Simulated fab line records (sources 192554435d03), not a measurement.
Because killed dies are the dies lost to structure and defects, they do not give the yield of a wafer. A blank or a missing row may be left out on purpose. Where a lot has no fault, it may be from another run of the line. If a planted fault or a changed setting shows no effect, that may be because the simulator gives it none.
What tool caused it? :: flow n5 finfet :: 30 wafers from 10 lots sampled at 3 of the route's 1938 steps

== WHAT THE GAUGES SHOWED, per wafer ==
N5_BEOL_M8_CD_MEAS_35 targets a cd of 40 nm.
lot: L881
measured: day 11 02:47
on: cd sem-03
cd nm (nm): 40.7 40.3 39.9

lot: L880
measured: day 12 08:04
on: cd sem-02
cd nm (nm): 39.1 39.4 39.8

lot: L882
measured: day 12 11:14
on: cd sem-02
cd nm (nm): 39.9 39.6 39.8

lot: L883
measured: day 12 23:35
on: cd sem-03
cd nm (nm): 39.2 39.3 39.9

lot: L891
measured: day 14 14:00
on: cd sem-01
cd nm (nm): 40.8 40.0 40.1

lot: L896
measured: day 15 22:02
on: cd sem-03
cd nm (nm): 40.3 40.6 40.2

lot: L899
measured: day 15 22:14
on: cd sem-03
cd nm (nm): 40.0 39.3 40.1

lot: L898
measured: day 16 04:29
on: cd sem-03
cd nm (nm): 40.0 39.5 39.3

lot: L897
measured: day 16 23:48
on: cd sem-02
cd nm (nm): 40.1 40.5 39.6

lot: L903
measured: day 17 15:56
on: cd sem-01
cd nm (nm): 41.1 41.0 39.7

== WHAT TOOL EACH LOT RAN ON (gives the tool, then ch and the chambers of the sampled wafers, and finally the start) ==
lot: L881
N5_BEOL_M8_ETCH_66: rie diel-04 ch 0,1,2, day 11 02:17
N5_BEOL_M8_ETCH_41: rie diel-04 ch 0,1,2, day 11 02:47 or earlier

lot: L880
N5_BEOL_M8_ETCH_66: rie diel-03 ch 1,2,3, day 12 07:28
N5_BEOL_M8_ETCH_41: rie diel-03 ch 1,2,3, day 12 08:04 or earlier

lot: L882
N5_BEOL_M8_ETCH_66: rie diel-03 ch 1,2,3, day 12 10:44
N5_BEOL_M8_ETCH_41: rie diel-03 ch 1,2,3, day 12 11:14 or earlier

lot: L883
N5_BEOL_M8_ETCH_66: rie diel-01 ch 0,1,2, day 12 23:05
N5_BEOL_M8_ETCH_41: rie diel-01 ch 0,1,2, day 12 23:35 or earlier

lot: L891
N5_BEOL_M8_ETCH_66: rie diel-04 ch 0,1,2, day 14 13:32
N5_BEOL_M8_ETCH_41: rie diel-04 ch 0,1,2, day 14 14:00 or earlier

lot: L896
N5_BEOL_M8_ETCH_66: rie diel-03 ch 1,2,3, day 15 21:32
N5_BEOL_M8_ETCH_41: rie diel-03 ch 1,2,3, day 15 22:02 or earlier

lot: L899
N5_BEOL_M8_ETCH_66: rie diel-04 ch 0,1,3, day 15 21:44
N5_BEOL_M8_ETCH_41: rie diel-04 ch 0,1,3, day 15 22:14 or earlier

lot: L898
N5_BEOL_M8_ETCH_66: rie diel-04 ch 0,1,2, day 16 03:59
N5_BEOL_M8_ETCH_41: rie diel-04 ch 0,1,2, day 16 04:29 or earlier

lot: L897
N5_BEOL_M8_ETCH_66: rie diel-03 ch 0,1, day 16 23:18
N5_BEOL_M8_ETCH_41: rie diel-03 ch 0,1, day 16 23:48 or earlier

lot: L903
N5_BEOL_M8_ETCH_66: rie diel-04 ch 0,1,2, day 17 15:25
N5_BEOL_M8_ETCH_41: rie diel-04 ch 0,1,2, day 17 15:56 or earlier
- N5_BEOL_M8_ETCH_66: etches SOC in N2/H2, target depth 80 nm, overetch 16 nm, time 120 s.
- N5_BEOL_M8_ETCH_41: etches SiCN in CH3F/O2, target depth 31.9 nm, time 57.8 s.

== THE ANSWER, worked out from the rows above alone ==
Rule: usual is defined by the lots themselves. The widest of any qualifying gaps counts: lots, ordered by their means at a reading, are off when they make up no more than a third of the lots, leave a main group of 4 or more, and stand apart from it by 3 or more times the standard deviation of that group's means. A main group whose means are all the same, to the digits that the tables above print for the reading, isn't used. A lot without any number at a reading at which 4 lots or more have one is off too. Where the step has rows for the other lots, those lots are counted as sound.
Across all readings shown, no lot is off: no conclusion can be drawn from this.

== WHAT THE SIMULATOR HAD PUT IN ==
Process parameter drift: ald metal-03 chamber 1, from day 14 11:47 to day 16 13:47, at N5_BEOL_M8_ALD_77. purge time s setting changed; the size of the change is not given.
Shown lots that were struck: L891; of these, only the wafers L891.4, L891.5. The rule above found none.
